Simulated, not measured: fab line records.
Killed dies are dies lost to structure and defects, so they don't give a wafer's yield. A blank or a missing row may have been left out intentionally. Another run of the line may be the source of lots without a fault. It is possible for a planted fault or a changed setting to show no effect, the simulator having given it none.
fab line records	flow n5_finfet
record: lots: 7	wafers: 20	last_day: 19
route steps=1938 shown BEOL_M4@1111 BEOL_M5@1154 BEOL_M15@1830 PASSIVATION@1936
lots that met no fault: from a run of the same line without faults
start_h: hours from the record's first day to the start of the lot's first wafer shown	wait_h: hours elapsed since this lot's preceding step	" unchanged from the row above	L1.1+2: a row that stands for several wafers	- value missing, or start not given	* or withheld: withheld	< > ~ a bound
route shown NAME@n: names a module that has steps shown in the file, with the first one's number in the route	usual: mean/standard deviation of fault-free wafers	same: alike in all rows	chamber/n: place in a boat	sites: each site's reading	_std_site: the values' standard deviation	_edge_site: mean of outer sites minus mean of inner sites	radius_mm: how far each site lies from the wafer's centre	mask NAME#n: copy n	behind: the last tool/chamber to shape the wafer	hold: why the lot went on hold/how many hours it stayed there/how the hold came to an end	device: the n, p or np transistor that did not switch	end of line: tests run on the same wafers once the route is complete	a step without rows: its recipe alone	killed: the dies lost at the first sort to structure and to defects; this is not the yield of the wafer	map: per-die view of a wafer (x killed, . not killed, _ where there is no die)
set.NAME: the setting that was run; set.NAME@STEP: the one run at that earlier step	model.NAME: the simulator's own value behind a step, which no gauge read
the route's steps for a sample of lots (tables are steps, rows are wafers)
services: the hour from which a tool's chamber was out of use, counted from the record's first day as start_h (under 0 if before that day), plus the number of hours and why
== steps ==
step: N5_BEOL_M4_RC_MEAS_101
usual: DIBL_N: 36.6/1.1	DIBL_P: 36.7/1.5	IOFF_N: 0.155/0.019	IOFF_P: 0.208/0.025	ION_N: 673/8.5	ION_P: 462/5.9	SS_N: 71.6/0.58	SS_P: 73.5/0.51	VT_N: 250.7/2.4	VT_P: -251/3
lot.wafer	tool	chamber	start_h	wait_h	DIBL_N[mV/V]	DIBL_P[mV/V]	IOFF_N[nA/um]	IOFF_P[nA/um]	ION_N[uA/um]	ION_P[uA/um]	SS_N[mV/dec]	SS_P[mV/dec]	VT_N[mV]	VT_P[mV]
L642.1	prober-01	0	208.01	0.0	37.5	39.1	0.192	0.226	680	463	71.9	73.8	248.0	-252
L642.5	"	0	"	"	35.9	37.5	0.160	0.197	668	456	72.6	73.5	251.8	-254
L642.6	"	0	"	"	38.6	39.9	0.207	0.241	680	462	72.0	74.5	244.1	-252
L650.1	prober-01	0	258.26	0.0	36.0	37.5	0.148	0.199	669	454	71.9	73.9	252.7	-250
L650.4	"	0	"	"	36.3	38.4	0.157	0.213	664	455	72.2	74.1	249.3	-252
L650.5	"	0	"	"	35.6	37.4	0.148	0.197	672	457	71.7	73.5	252.7	-253
L648.4	prober-01	0	276.12	0.5	38.0	37.6	0.171	0.246	662	462	71.5	73.6	251.7	-245
L648.5	"	0	"	"	36.2	37.0	0.148	0.239	671	469	71.7	73.6	249.9	-246
L648.6	"	0	"	"	38.2	38.8	0.170	0.265	665	467	71.8	73.6	247.1	-246
L656.2	prober-01	0	315.91	0.2	35.4	36.4	0.160	0.202	670	458	72.0	73.8	248.8	-250
L656.3	"	0	"	"	34.5	36.3	0.147	0.198	674	459	71.0	73.2	250.2	-252
L656.5	"	0	"	"	35.5	37.2	0.167	0.220	677	465	71.6	73.9	249.5	-249
L655.3	prober-02	0	316.95	0.3	36.3	35.8	0.140	0.223	671	470	71.6	73.5	249.9	-248
L655.5	"	0	"	"	36.7	36.4	0.144	0.235	676	472	71.4	74.7	253.7	-247
L655.6	"	0	"	"	37.9	38.5	0.168	0.263	668	471	72.0	74.8	250.2	-246
L660.2	prober-01	0	320.52	0.2	35.8	35.7	0.132	0.175	674	458	71.4	73.3	252.7	-255
L660.4	"	0	"	"	37.0	36.6	0.149	0.185	665	455	71.3	73.8	250.0	-254
L664.2	prober-02	0	366.56	0.2	36.8	36.1	0.155	0.218	681	469	72.4	73.6	247.5	-249
L664.3	"	0	"	"	37.9	37.3	0.179	0.236	696	468	71.5	74.0	247.6	-251
L664.5	"	0	"	"	34.4	32.9	0.123	0.166	668	455	71.7	72.3	252.1	-254
step: N5_BEOL_M5_ETCH_68
recipe: chemistry: N2/H2	target: SOC	target_depth_a: 800	overetch_a: 160	mask_material: SiARC	temp_c: 40	time_s: 120	ion_energy_ev: 200	pressure_mtorr: 30	source_w: 840	bias_w: 150	n2_flow_sccm: 200	h2_flow_sccm: 200
usual: drypump_motor_current_A: 5.7/0.32	oes_product_au: 0.61/0.071	rf_vpp_V: 522.9/3	showerhead_plenum_p_Torr: 2.51/0.1	throttle_valve_pct: 17.93/0.28
lot.wafer	tool	chamber	start_h	wait_h	drypump_motor_current_A	oes_product_au	rf_hours_counter_h	rf_vpp_V	showerhead_plenum_p_Torr	throttle_valve_pct
L642.1	rie_diel-06	2	215.83	0.0	6.1	0.53	228	520.0	2.41	17.83
L642.5	"	3	"	"	5.7	0.53	-	521.4	2.51	18.31
L642.6	"	0	"	"	5.9	0.56	-	519.6	2.42	18.14
L650.1	rie_diel-06	3	264.97	0.0	5.7	0.52	240	522.1	2.50	18.32
L650.4	"	2	"	"	6.1	0.52	240	519.3	2.40	17.86
L650.5	"	1	"	"	5.6	0.67	-	522.5	2.49	17.92
L648.4	rie_diel-06	3	282.51	0.0	5.7	0.52	244	523.2	2.50	18.33
L648.5	"	0	"	"	5.9	0.55	-	520.1	2.42	18.17
L648.6	"	1	"	"	5.6	0.67	-	522.3	2.48	17.91
L655.3	rie_diel-06	0	325.45	0.0	5.9	0.54	229	519.9	2.41	18.18
L655.5	"	2	"	"	6.1	0.73	-	529.1	2.72	17.45
L655.6	"	0	"	"	5.9	0.54	-	519.9	2.41	18.18
L656.2	rie_diel-05	1	326.02	0.0	5.3	0.55	190	523.9	2.52	17.76
L656.3	"	2	"	"	5.2	0.55	188	522.3	2.43	18.51
L656.5	"	3	"	"	5.7	0.69	-	524.8	2.60	17.94
L660.2	rie_diel-05	1	331.34	0.0	5.3	0.55	191	523.8	2.52	17.75
L660.4	"	0	"	"	5.9	0.69	36	522.2	2.49	17.83
L664.2	rie_diel-05	2	370.06	0.0	5.2	0.55	199	522.6	2.43	18.53
L664.3	"	1	"	"	5.3	0.54	203	523.8	2.52	17.77
L664.5	"	2	"	"	5.2	0.55	-	520.3	2.43	18.54
step: N5_BEOL_M5_CURE_80
recipe: temp_c: 370	time_s: 120	ambient: DMADMS/He	material: SiCOH_lowk
usual: lamp_power_pct: 52.31/0.05	wafer_temp_C_max: 371.8/0.75
lot.wafer	tool	chamber	start_h	wait_h	lamp_power_pct	wafer_temp_C_max
L642.1	uv_cure-02	2	216.37	0.0	52.36	371.7
L642.5	"	2	"	"	52.30	371.9
L642.6	"	2	"	"	52.37	371.8
L650.1	uv_cure-01	2	265.50	0.0	52.34	370.8
L650.4	"	2	"	"	52.31	370.8
L650.5	"	2	"	"	52.36	370.4
L648.4	uv_cure-01	0	283.19	0.2	52.33	371.6
L648.5	"	0	"	"	52.34	371.5
L648.6	"	0	"	"	52.26	371.5
L655.3	uv_cure-03	2	326.28	0.3	52.30	371.6
L655.5	"	2	"	"	52.33	371.5
L655.6	"	2	"	"	52.32	371.2
L656.2	uv_cure-03	0	326.60	0.1	52.25	371.8
L656.3	"	0	"	"	52.30	371.5
L656.5	"	0	"	"	52.26	371.8
L660.2	uv_cure-02	0	332.03	0.2	52.32	373.7
L660.4	"	0	"	"	52.27	372.4
L664.2	uv_cure-02	1	370.65	0.1	52.31	373.0
L664.3	"	1	"	"	52.28	373.2
L664.5	"	1	"	"	52.35	372.7
step: N5_BEOL_M5_ALD_86
recipe: material: TaN	target_thk_a: *	temp_c: 275	ald_precursor_family: PDMAT	ald_co_reactant: NH3	pressure_torr: 3	carrier_flow_sccm: 1500	pulse_time_s: 2	purge_time_s: 3	co_reactant_purge_time_s: 2	co_reactant_pulse_time_s: 3	ald_cycles: 30	precursor_vessel_temp_c: 75	precursor_vessel_pressure_torr: 26.25	precursor_vessel_carrier_sccm: 1000
usual: ald_cycles: 30/0	heater_power_w: 420/42	mfc_carrier_sccm: 1500/4.8
lot.wafer	tool	chamber	start_h	wait_h	ald_cycles	heater_power_w	mfc_carrier_sccm
L642.1	ald_metal-02	1	216.89	0.0	30	404	1504
L642.5	"	1	"	"	30	399	1502
L642.6	"	0	"	"	30	353	1506
L650.1	ald_metal-02	0	267.03	0.0	30	363	1498
L650.4	"	3	"	"	30	482	1510
L650.5	"	1	"	"	30	399	1497
L648.4	ald_metal-03	3	283.57	0.0	30	480	1497
L648.5	"	0	"	"	30	390	1501
L648.6	"	1	"	"	30	448	1490
L655.3	ald_metal-02	3	326.65	0.1	22	479	1496
L655.5	"	2	"	"	30	426	1498
L655.6	"	3	"	"	30	482	1499
L656.2	ald_metal-02	3	327.03	0.1	30	470	1496
L656.3	"	2	"	"	22	422	1504
L656.5	"	0	"	"	30	352	1494
L660.2	ald_metal-02	3	332.65	0.2	30	482	1493
L660.4	"	2	"	"	22	430	1498
L664.2	ald_metal-03	2	371.15	0.0	30	412	1499
L664.3	"	1	"	"	30	438	1499
L664.5	"	3	"	"	30	480	1498
step: N5_BEOL_M5_SPUTTER_83
recipe: material: Cu	target_thk_a: 150	temp_c: -20	chamber_pressure_pa: 0.07	power_w: withheld	time_s: 27.62
usual: throttle_valve_pct: 30.5/0.77
lot.wafer	tool	chamber	start_h	wait_h	throttle_valve_pct
L642.1	pvd_sputter-01	-	220.04	0.5	31.4
L642.5	"	-	"	"	31.3
L642.6	"	-	"	"	31.2
L650.1	pvd_sputter-02	-	269.80	0.5	31.6
L650.4	"	-	"	"	30.3
L650.5	"	-	"	"	31.7
L648.4	pvd_sputter-02	-	286.26	0.5	30.3
L648.5	"	-	"	"	30.1
L648.6	"	-	"	"	31.5
L655.3	pvd_sputter-03	-	329.89	0.5	30.1
L655.5	"	-	"	"	29.8
L655.6	"	-	"	"	30.2
L656.2	pvd_sputter-02	-	331.31	0.5	29.7
L656.3	"	-	"	"	30.2
L656.5	"	-	"	"	30.1
L660.2	pvd_sputter-02	-	335.73	0.5	30.5
L660.4	"	-	"	"	29.5
L664.2	pvd_sputter-03	-	375.42	0.5	29.9
L664.3	"	-	"	"	29.9
L664.5	"	-	"	"	30.6
step: N5_BEOL_M15_RC_MEAS_101
usual: COMB_M10: 1.42e-11/2.8e-12	COMB_M11: 1.4e-11/3.2e-12	COMB_M11_max_site: 2.1e-11/4.8e-12	COMB_M12: 6.6e-12/1.6e-12	COMB_M13: 4.7e-12/1.2e-12	COMB_M14: 3.5e-12/1.1e-12	COMB_M15: 2.5e-12/9.1e-13	COMB_M5: 3.5e-11/7.3e-12	COMB_M5_max_site: 5e-11/1.1e-11	COMB_M6: 2.5e-11/4.7e-12	COMB_M7: 2.4e-11/4.7e-12	COMB_M8: 2.5e-11/5.2e-12	COMB_M9: 1.4e-11/3.2e-12	SERP_M10: 3.04/0.087	SERP_M11: 3.07/0.063	SERP_M12: 0.635/0.016	SERP_M13: 0.309/0.0055	SERP_M14: 0.159/0.0032	SERP_M5: 38.6/1.4	SERP_M6: 13.8/0.47	SERP_M6_max_site: 14.4/0.56	SERP_M7: 13.8/0.45	SERP_M8: 13.7/0.48	SERP_M9: 3.07/0.07
lot.wafer	tool	chamber	start_h	wait_h	COMB_M10[S/m]	COMB_M11[S/m]	COMB_M11_max_site[S/m]	COMB_M12[S/m]	COMB_M13[S/m]	COMB_M14[S/m]	COMB_M15[S/m]	COMB_M5[S/m]	COMB_M5_max_site[S/m]	COMB_M6[S/m]	COMB_M7[S/m]	COMB_M8[S/m]	COMB_M9[S/m]	SERP_M10[ohm/um]	SERP_M11[ohm/um]	SERP_M12[ohm/um]	SERP_M13[ohm/um]	SERP_M14[ohm/um]	SERP_M5[ohm/um]	SERP_M6[ohm/um]	SERP_M6_max_site[ohm/um]	SERP_M7[ohm/um]	SERP_M8[ohm/um]	SERP_M9[ohm/um]
L642.1	prober-01	0	297.63	0.0	1.4e-11	1.3e-11	1.5e-11	5.9e-12	5.2e-12	4.4e-12	2.9e-12	4.3e-11	6.5e-11	2.1e-11	1.7e-11	3.3e-11	1.2e-11	3.02	3.15	0.644	0.310	0.160	41.0	14.0	14.5	14.4	14.4	3.20
L642.5	"	0	"	"	1.33e-11	1.9e-11	2.3e-11	7e-12	4.1e-12	5.1e-12	3.5e-12	3.7e-11	4.4e-11	1.8e-11	1.5e-11	2.9e-11	1.5e-11	3.06	3.14	0.632	0.302	0.160	40.2	13.7	14.1	14.2	13.6	3.20
L642.6	"	0	"	"	1.6e-11	1.3e-11	1.6e-11	5.2e-12	4.3e-12	5.4e-12	3.4e-12	2.9e-11	4.8e-11	1.8e-11	2.3e-11	1.5e-11	1.9e-11	3.11	3.10	0.650	0.310	0.162	38.4	13.7	14.9	14.6	14.0	3.11
L650.1	prober-01	0	356.65	0.0	1.49e-11	1.5e-11	2.8e-11	7.8e-12	7.5e-12	4.5e-12	3.9e-12	3.6e-11	4.9e-11	2.8e-11	2.3e-11	2.2e-11	1.3e-11	3.05	3.11	0.655	0.304	0.155	38.9	12.8	14.2	14.0	14.1	3.12
L650.4	"	0	"	"	1.57e-11	1.1e-11	1.5e-11	6.5e-12	7.5e-12	4.2e-12	3.6e-12	5.7e-11	6.9e-11	2.4e-11	2e-11	2.5e-11	1.1e-11	3.15	3.04	0.642	0.303	0.158	39.0	12.7	13.2	14.0	13.9	3.16
L650.5	"	0	"	"	1.12e-11	1.9e-11	2.7e-11	7.3e-12	6.1e-12	4.8e-12	3.6e-12	4.4e-11	5.7e-11	3e-11	2.9e-11	1.8e-11	1.2e-11	3.05	3.08	0.626	0.303	0.163	36.9	13.4	13.8	13.4	14.7	3.18
L648.4	prober-02	0	375.42	0.5	1.72e-11	1.3e-11	1.6e-11	5.1e-12	4.1e-12	2.3e-12	1.4e-12	3.9e-11	4.3e-11	2.4e-11	3.3e-11	1.3e-11	9e-12	2.97	3.11	0.603	0.307	0.153	41.3	13.9	15.2	14.6	14.4	3.04
L648.5	"	0	"	"	1.33e-11	1.2e-11	1.8e-11	8e-12	3.1e-12	4.2e-12	1.3e-12	3.6e-11	4.7e-11	2.7e-11	3.1e-11	1.9e-11	1.7e-11	3.07	2.99	0.634	0.303	0.157	40.7	14.3	14.5	14.1	14.1	3.18
L648.6	"	0	"	"	1.43e-11	1.2e-11	1.8e-11	6.9e-12	3.8e-12	2.9e-12	9e-13	3.3e-11	3.8e-11	2.5e-11	2.6e-11	2.1e-11	1.1e-11	3.06	3.09	0.634	0.308	0.152	39.8	14.2	14.8	14.0	13.8	3.17
L655.3	prober-02	0	413.55	0.3	1.12e-11	1.4e-11	2.2e-11	7e-12	4.4e-12	2.3e-12	2e-12	8.2e-11	1.15e-10	1.8e-11	2e-11	2e-11	1.2e-11	3.02	3.00	0.621	0.310	0.157	37.5	13.8	14.2	14.5	13.7	3.00
L655.5	"	0	"	"	1.04e-11	1.4e-11	2e-11	5.7e-12	4.6e-12	2.1e-12	2.9e-12	3.7e-11	5.9e-11	2.1e-11	2.6e-11	2.8e-11	1.3e-11	3.16	3.07	0.626	0.310	0.158	37.8	14.0	14.6	14.1	14.0	3.04
L655.6	"	0	"	"	1.35e-11	1.5e-11	2.7e-11	5.1e-12	3.4e-12	2e-12	1.6e-12	2.6e-11	3.5e-11	2.8e-11	2.2e-11	2.3e-11	1.5e-11	3.02	3.09	0.613	0.313	0.166	39.7	13.3	14.4	14.4	14.0	2.97
L656.2	prober-02	0	416.50	0.2	8.7e-12	1.6e-11	1.9e-11	6.3e-12	3.9e-12	3.6e-12	2.4e-12	2.5e-11	3.7e-11	2.6e-11	3e-11	2.4e-11	1.1e-11	3.12	3.09	0.618	0.311	0.156	37.3	14.2	14.8	14.7	13.6	2.97
L656.3	"	0	"	"	1.57e-11	1.7e-11	2.4e-11	4.7e-12	5.1e-12	4e-12	2.6e-12	5.8e-11	1e-10	2.4e-11	2.2e-11	2.5e-11	9e-12	3.18	2.98	0.623	0.310	0.160	35.1	14.4	15.1	13.8	12.9	3.10
L656.5	"	0	"	"	2.26e-11	1e-11	1.3e-11	5.7e-12	6.1e-12	3.3e-12	1.6e-12	2.8e-11	7e-11	2.1e-11	2.3e-11	1.8e-11	1.2e-11	3.10	3.01	0.625	0.312	0.157	36.9	14.3	15.2	14.6	13.2	3.10
L660.2	prober-01	0	420.37	0.2	1.35e-11	1.9e-11	2.3e-11	7.1e-12	6.2e-12	3.5e-12	3.7e-12	3.4e-11	6.1e-11	3.2e-11	2.3e-11	2.7e-11	1.9e-11	3.05	2.99	0.636	0.321	0.166	39.7	13.8	14.6	13.1	14.0	3.04
L660.4	"	0	"	"	1.54e-11	1.6e-11	2.9e-11	7.4e-12	4.3e-12	5.2e-12	4e-12	9.7e-11	1.34e-10	1.9e-11	2.6e-11	1.9e-11	1.7e-11	3.02	3.06	0.637	0.317	0.165	37.6	13.5	14.1	13.1	13.2	3.03
L664.2	prober-01	0	450.53	0.2	1.92e-11	1.3e-11	1.9e-11	7.1e-12	4.1e-12	4.3e-12	3.4e-12	3.5e-11	5.4e-11	2.2e-11	1.9e-11	4.1e-11	1.1e-11	2.86	2.98	0.617	0.314	0.162	38.9	13.9	14.8	14.2	12.7	3.07
L664.3	"	0	"	"	1.64e-11	1.9e-11	2.3e-11	7.9e-12	4.7e-12	3.8e-12	3.1e-12	4.5e-11	6.8e-11	2.4e-11	2.3e-11	2.1e-11	1.5e-11	3.05	3.17	0.629	0.315	0.162	36.1	13.7	14.3	13.5	13.0	3.03
L664.5	"	0	"	"	1.45e-11	1.9e-11	2.9e-11	6.4e-12	4.9e-12	2.7e-12	2.7e-12	4.5e-11	4.9e-11	1.7e-11	2.1e-11	4e-11	1e-11	2.92	3.08	0.622	0.313	0.161	37.7	13.8	15.1	14.0	13.5	3.04
sites COMB_M5 radius_mm=0,75,75,75,75,140,140,140,140
L642.1 5e-11 6.5e-11 3.9e-11 2.9e-11 5.2e-11 3.8e-11 5.9e-11 4.3e-11 3.8e-11
L650.1 3e-11 4.8e-11 4.9e-11 3.6e-11 3.5e-11 3.6e-11 3.1e-11 3.3e-11 4.3e-11
L648.4 4.2e-11 3.5e-11 3.6e-11 3.9e-11 3e-11 4.1e-11 3.3e-11 4.3e-11 4.3e-11
L655.3 1.08e-10 8e-11 1.05e-10 6.7e-11 7.6e-11 9.7e-11 7.3e-11 1.15e-10 8.2e-11
L656.2 2.1e-11 2.2e-11 2.2e-11 2.7e-11 3.6e-11 2e-11 3.4e-11 3.7e-11 2.5e-11
L660.2 6.1e-11 4.9e-11 2.9e-11 2.4e-11 5.7e-11 4.9e-11 3.4e-11 2.1e-11 2.8e-11
L664.2 2.7e-11 3.5e-11 2.4e-11 4.2e-11 3.4e-11 3e-11 3.8e-11 5.4e-11 4.7e-11
step: N5_PASSIVATION_PROBE_49
usual: defect_limited_yield: 91.2/1.4	killed_at_M0_to_M3: 36/11	killed_at_M4_up: 14/5.6	killed_at_contacts: 12/5.9	killed_at_front_end: 38/13	killed_at_other: 3.5/2.7	killed_dies: 104/17	killed_open: 68/12	killed_short: 34/8.2	sort_bin_4_leakage: 0/0	sort_bin_5_function: 5.1/0.95	sort_bin_6_memory: 3.3/0.7	sort_n_pass: 1076/17	sort_yield_pct: 91.2/1.4
same: gross_dies: 1180	killed_at_back_side: 0	sort_bin_8_speed[%]: 0
lot.wafer	tool	chamber	start_h	wait_h	defect_limited_yield[%]	killed_at_M0_to_M3	killed_at_M4_up	killed_at_contacts	killed_at_front_end	killed_at_other	killed_dies	killed_open	killed_short	sort_bin_4_leakage[%]	sort_bin_5_function[%]	sort_bin_6_memory[%]	sort_n_pass	sort_yield_pct[%]
L642.1	prober-02	-	314.63	0.0	91.5	29	14	9	46	2	100	69	28	0	4.2	3.6	1080	91.5
L642.5	prober-02	-	314.83	0.2	92.2	25	4	10	46	7	92	62	30	0	4.7	3.1	1088	92.2
L642.6	prober-02	-	314.88	0.3	91.0	26	10	10	55	5	106	73	32	0	5.7	3.2	1074	91.0
L650.1	prober-01	-	373.78	0.0	90.2	40	21	29	24	2	116	87	29	0	5.6	4.2	1064	90.2
L650.4	prober-01	-	373.93	0.2	91.3	41	16	22	21	3	103	71	30	0	5.5	3.0	1077	91.3
L650.5	prober-01	-	373.98	0.2	90.5	45	15	12	34	6	112	76	33	0	4.7	4.3	1068	90.5
L655.3	prober-02	-	429.64	0.1	91.2	33	30	6	32	3	104	57	24	1.69	4.0	3.0	1076	91.2
L655.5	prober-02	-	429.74	0.2	92.1	33	24	15	19	2	93	68	24	0	4.7	3.0	1087	92.1
L655.6	prober-02	-	429.79	0.3	93.8	28	12	7	21	5	73	48	23	0	3.9	1.9	1107	93.8
L656.2	prober-02	-	432.71	0.1	88.3	48	18	9	57	6	138	73	62	0	6.5	4.5	1042	88.3
L656.3	prober-02	-	432.76	0.1	89.0	47	29	17	29	8	130	75	34	1.44	5.9	3.3	1050	89.0
L656.5	prober-02	-	432.86	0.2	91.1	37	13	18	31	6	105	69	35	0	4.9	3.6	1075	91.1
L660.2	prober-01	-	437.55	0.1	89.2	32	24	10	59	3	128	82	44	0	5.6	5.0	1052	89.2
L660.4	prober-01	-	437.65	0.2	89.0	45	25	12	47	1	130	77	40	1.10	6.3	2.9	1050	89.0
killed by level:class
L642.1 FIN_SAQP:geometric_particle:open=10 BEOL_M3:geometric_particle:open=9 STI_FIN_REVEAL:geometric_particle:open=8 BEOL_M2:geometric_particle:open=8 MOL_CONTACT_COAG:geometric_particle:open=8 STI_FIN_REVEAL:geometric_particle:short=5 BEOL_M4:geometric_particle:open=5 FIN_SAQP:geometric_particle:short=4
L642.5 FIN_SAQP:geometric_particle:short=10 MOL_CONTACT_COAG:geometric_particle:open=9 STI_FIN_REVEAL:geometric_particle:open=8 FIN_SAQP:geometric_particle:open=7 DUMMY_GATE:geometric_particle:open=7 BEOL_M3:geometric_particle:open=7 BEOL_M0_SAQP:geometric_particle:open=4 BEOL_M1:geometric_particle:open=4
L642.6 STI_FIN_REVEAL:geometric_particle:open=18 BEOL_M3:geometric_particle:open=11 MOL_CONTACT_COAG:geometric_particle:open=7 BEOL_M0_SAQP:geometric_particle:open=6 FIN_SAQP:geometric_particle:short=5 DUMMY_GATE:geometric_particle:open=5 GATE_CUT:geometric_particle:open=5 FIN_SAQP:geometric_particle:open=4
L650.1 MOL_CONTACT_COAG:geometric_particle:open=23 BEOL_M3:geometric_particle:open=13 BEOL_M4:geometric_particle:open=10 BEOL_M2:geometric_particle:open=9 BEOL_M0_SAQP:geometric_particle:open=8 GATE_CUT:geometric_particle:short=7 MOL_CONTACT_COAG:geometric_particle:short=6 BEOL_M8:geometric_particle:open=4
L650.4 MOL_CONTACT_COAG:geometric_particle:open=19 BEOL_M2:geometric_particle:open=12 BEOL_M3:geometric_particle:open=8 BEOL_M0_SAQP:geometric_particle:short=7 BEOL_M4:geometric_particle:open=7 BEOL_M1:geometric_particle:open=5 GATE_CUT:geometric_particle:short=4 FIN_SAQP:geometric_particle:short=3
L650.5 MOL_CONTACT_COAG:geometric_particle:open=10 BEOL_M0_SAQP:geometric_particle:open=10 BEOL_M2:geometric_particle:open=10 BEOL_M3:geometric_particle:open=9 FIN_SAQP:geometric_particle:short=7 STI_FIN_REVEAL:geometric_particle:open=6 BEOL_M4:geometric_particle:open=6 BEOL_M0_SAQP:geometric_particle:short=5
L655.3 M5:area_ald=20 STI_FIN_REVEAL:geometric_particle:open=9 BEOL_M2:geometric_particle:open=9 BEOL_M0_SAQP:geometric_particle:open=7 MOL_CONTACT_COAG:geometric_particle:open=6 BEOL_M0_SAQP:geometric_particle:short=6 BEOL_M1:geometric_particle:open=6 DUMMY_GATE:geometric_particle:open=4
L655.5 MOL_CONTACT_COAG:geometric_particle:open=10 BEOL_M5:geometric_particle:open=10 BEOL_M0_SAQP:geometric_particle:open=9 BEOL_M1:geometric_particle:open=7 BEOL_M3:geometric_particle:open=7 GATE_CUT:geometric_particle:short=5 MOL_CONTACT_COAG:geometric_particle:short=5 BEOL_M0_SAQP:geometric_particle:short=5
L655.6 BEOL_M2:geometric_particle:open=7 STI_FIN_REVEAL:geometric_particle:open=6 MOL_CONTACT_COAG:geometric_particle:open=5 BEOL_M4:geometric_particle:open=5 BEOL_M0_SAQP:geometric_particle:open=4 BEOL_M2:geometric_particle:short=4 FIN_SAQP:geometric_particle:open=3 BEOL_M0_SAQP:geometric_particle:short=3
L656.2 FIN_SAQP:geometric_particle:short=20 STI_FIN_REVEAL:geometric_particle:open=15 BEOL_M0_SAQP:geometric_particle:open=13 BEOL_M1:geometric_particle:open=11 BEOL_M0_SAQP:geometric_particle:short=8 BEOL_M1:geometric_particle:short=7 MOL_CONTACT_COAG:geometric_particle:short=6 ILD0:geometric_particle:short=6
L656.3 M5:area_ald=17 MOL_CONTACT_COAG:geometric_particle:open=13 BEOL_M1:geometric_particle:open=10 BEOL_M2:geometric_particle:open=10 BEOL_M0_SAQP:geometric_particle:short=9 FIN_SAQP:geometric_particle:open=8 BEOL_M0_SAQP:geometric_particle:open=7 BEOL_M3:geometric_particle:open=6
L656.5 MOL_CONTACT_COAG:geometric_particle:open=13 BEOL_M0_SAQP:geometric_particle:short=9 BEOL_M1:geometric_particle:open=8 FIN_SAQP:geometric_particle:open=7 BEOL_M0_SAQP:geometric_particle:open=7 DUMMY_GATE:geometric_particle:open=6 MOL_CONTACT_COAG:geometric_particle:short=5 BEOL_M2:geometric_particle:open=5
L660.2 FIN_SAQP:geometric_particle:open=20 BEOL_M4:geometric_particle:open=16 FIN_SAQP:geometric_particle:short=12 BEOL_M0_SAQP:geometric_particle:short=10 BEOL_M0_SAQP:geometric_particle:open=7 GATE_CUT:geometric_particle:short=7 BEOL_M3:geometric_particle:open=6 MOL_CONTACT_COAG:geometric_particle:open=6
L660.4 FIN_SAQP:geometric_particle:open=19 M5:area_ald=13 FIN_SAQP:geometric_particle:short=9 BEOL_M0_SAQP:geometric_particle:open=8 BEOL_M3:geometric_particle:open=7 MOL_CONTACT_COAG:geometric_particle:open=7 BEOL_M2:geometric_particle:open=6 BEOL_M1:geometric_particle:open=6
== services ==
tool	chamber	start_h	hours	kind
uv_cure-03	-	193.60	1.0	pm
ald_metal-03	2	199.28	1.9	repair
rie_diel-05	3	202.60	-	clean
rie_diel-06	2	218.65	12.9	repair
uv_cure-01	-	227.10	18.7	repair
ald_metal-03	-	238.83	8.7	pm
ald_metal-02	3	260.65	3.1	repair
uv_cure-01	-	261.62	2.1	pm
uv_cure-02	-	262.86	0.4	repair
uv_cure-01	-	268.04	2.8	pm
rie_diel-06	2	306.74	-	clean
rie_diel-06	2	306.74	-	consumable_replace:focus_ring
rie_diel-06	2	306.74	-	consumable_replace:showerhead
rie_diel-06	2	306.74	12.8	scheduled_down
rie_diel-06	2	306.74	12.8	vent_cycle
rie_diel-06	3	318.44	5.6	repair
rie_diel-06	3	324.08	-	clean
rie_diel-06	3	324.08	-	consumable_replace:focus_ring
rie_diel-06	3	324.08	20.3	scheduled_down
rie_diel-06	3	324.08	20.3	vent_cycle
ald_metal-03	-	344.10	2.8	pm
pvd_sputter-03	-	347.98	6.3	repair
pvd_sputter-02	-	357.28	0.6	repair
ald_metal-02	-	365.43	2.8	pm
== key ==
first_sign: step: N5_BEOL_M5_ALD_86	reading: ald_cycles	direction: down	sigmas: 99+	usual: *	struck: *
effect: step: N5_BEOL_M15_RC_MEAS_101	reading: COMB_M5	direction: up	sigmas: 6	usual: 3.5e-11	struck: 7.9e-11
effect: step: N5_PASSIVATION_PROBE_49	reading: sort_bin_4_leakage	direction: up	sigmas: 17	usual: 0	struck: 1.41
met_at N5_BEOL_M5_ALD_86
struck_lots L655,L656,L660
struck_wafers L655.3,L656.3,L660.4
not_acting_at N5_BEOL_M5_ETCH_68,N5_BEOL_M5_CURE_80,N5_BEOL_M5_SPUTTER_83
fault: kind: process_parameter_drift	tool: ald_metal-02	chamber: -	onset_h: 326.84	steps: N5_BEOL_M5_ALD_86	channel: ald_cycles	offset: *	shape: step	end_h: 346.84	scope: struck_wafers_only	acts_in: *	stated: *
